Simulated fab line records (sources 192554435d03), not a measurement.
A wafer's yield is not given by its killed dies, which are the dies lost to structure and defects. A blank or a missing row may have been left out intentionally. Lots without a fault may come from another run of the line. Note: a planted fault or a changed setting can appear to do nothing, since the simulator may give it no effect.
Split-lot study | flow n5 finfet | on a route of 1938 steps: 7 lots, 39 wafers read

== ON THE SPLIT ==
At N5_MIM_BOT_SPUTTER_00 (material TiN, target thk 35 nm, time 89.7 s), the setting target thk a was moved away from the recipe's 350 angstrom on 15 of the 39 wafers read, by -46.0% to +43.2%. This setting was run at the recipe's value on the other wafers.

The reading comes from the split's own step.

== THE READING ==
TiN_of_MIM_BOT_SPUTTER_00.thk nm (the simulator's own value, which no gauge read), in nm, at N5_MIM_BOT_SPUTTER_00 (material TiN, target thk 35 nm, time 89.7 s). No usual value for it is given in the file. Average 35.1 nm, standard deviation 0.21 nm, over the 24 wafers here run with the recipe.

wafer  | tool, chamber at the split | target thk a as run, angstrom | against the recipe | TiN_of_MIM_BOT_SPUTTER_00.thk nm, nm | against lot-mates on the recipe
L075.1 | pvd sputter-03, -          | 350                           | recipe             | 35.2                                 | -
L075.2 | pvd sputter-03, -          | 350                           | recipe             | 35.2                                 | -
L075.3 | pvd sputter-03, -          | 350                           | recipe             | 35                                   | -
L075.4 | pvd sputter-03, -          | 350                           | recipe             | 35                                   | -
L075.5 | pvd sputter-03, -          | 350                           | recipe             | 35                                   | -
L075.6 | pvd sputter-03, -          | 350                           | recipe             | 35                                   | -
L074.1 | pvd sputter-03, -          | 412                           | +17.7%             | 41.2                                 | +6.1
L074.4 | pvd sputter-03, -          | 412                           | +17.7%             | 41.2                                 | +6.1
L074.2 | pvd sputter-03, -          | 350                           | recipe             | 35.4                                 | -
L074.3 | pvd sputter-03, -          | 350                           | recipe             | 35.2                                 | -
L074.5 | pvd sputter-03, -          | 350                           | recipe             | 34.8                                 | -
L074.6 | pvd sputter-03, -          | 412                           | +17.7%             | 41                                   | +5.9
L083.1 | pvd sputter-01, -          | 501.1                         | +43.2%             | 49.8                                 | +14.6
L083.5 | pvd sputter-01, -          | 501.1                         | +43.2%             | 49.8                                 | +14.6
L083.2 | pvd sputter-01, -          | 501.1                         | +43.2%             | 50.2                                 | +15.0
L083.3 | pvd sputter-01, -          | 350                           | recipe             | 34.8                                 | -
L083.4 | pvd sputter-01, -          | 350                           | recipe             | 35.4                                 | -
L083.6 | pvd sputter-01, -          | 350                           | recipe             | 35.4                                 | -
L089.1 | pvd sputter-01, -          | 468.9                         | +34.0%             | 47.4                                 | +12.2
L089.2 | pvd sputter-01, -          | 350                           | recipe             | 35                                   | -
L089.3 | pvd sputter-01, -          | 350                           | recipe             | 35.4                                 | -
L089.4 | pvd sputter-01, -          | 350                           | recipe             | 35.2                                 | -
L089.5 | pvd sputter-01, -          | 468.9                         | +34.0%             | 46.6                                 | +11.4
L089.6 | pvd sputter-01, -          | 468.9                         | +34.0%             | 47                                   | +11.8
L086.1 | pvd sputter-03, -          | 189.1                         | -46.0%             | 19                                   | -16.0
L086.6 | pvd sputter-03, -          | 189.1                         | -46.0%             | 19                                   | -16.0
L086.2 | pvd sputter-03, -          | 350                           | recipe             | 35.2                                 | -
L086.3 | pvd sputter-03, -          | 350                           | recipe             | 34.8                                 | -
L086.4 | pvd sputter-03, -          | 189.1                         | -46.0%             | 18.8                                 | -16.2
L086.5 | pvd sputter-03, -          | 350                           | recipe             | 35                                   | -
L092.2 | pvd sputter-01, -          | 350                           | recipe             | 35.6                                 | -
L092.4 | pvd sputter-01, -          | 350                           | recipe             | 35.4                                 | -
L092.5 | pvd sputter-01, -          | 350                           | recipe             | 35.2                                 | -
L094.1 | pvd sputter-01, -          | 223.4                         | -36.2%             | 22.6                                 | -12.5
L094.2 | pvd sputter-01, -          | 350                           | recipe             | 35.2                                 | -
L094.6 | pvd sputter-01, -          | 350                           | recipe             | 35.2                                 | -
L094.3 | pvd sputter-01, -          | 223.4                         | -36.2%             | 22.4                                 | -12.7
L094.4 | pvd sputter-01, -          | 223.4                         | -36.2%             | 23                                   | -12.1
L094.5 | pvd sputter-01, -          | 350                           | recipe             | 35                                   | -

FIT RESULTS
A straight line over all 39 wafers: TiN_of_MIM_BOT_SPUTTER_00.thk nm changes by +0.347 nm for each +1% of target thk a; r = +1.00; the points scatter about the line by 0.24 nm.
The same after taking each lot's own level away (the mean of its wafers on the recipe; 39 wafers): +0.345 nm for each +1%; r = +1.00; scatter 0.21 nm.
On that fit, the largest move of target thk a shifts the reading by 16 nm.
From 35.00 to 35.40 nm: that is the span of the lots' own levels, equal to 1.9 times the standard deviation above.
The two slopes agree, so the slope changes little with the lot-to-lot level.
Check: -15.9 nm against its lot-mates is what the line predicts for one of the wafers moved furthest among these (-46.0%) when that wafer is left out of the fit. It came out at -16 nm against them.

== OTHER SPLITS ON THESE WAFERS ==
These wafers also went through other splits before the reading. Each is held against what the fit with the lots' levels taken away leaves over:
other split on the same wafers | wafers away from the commonest value | r with TiN_of_MIM_BOT_SPUTTER_00.thk nm (lot level and that fit taken away)
N5_BEOL_M12_ETCH_68 time s     | 18                                   | +0.14

== FILE'S OWN FIT ==
TiN_of_MIM_BOT_SPUTTER_00.thk nm changes by +0.345 nm for each +1% of target thk a, r = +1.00.
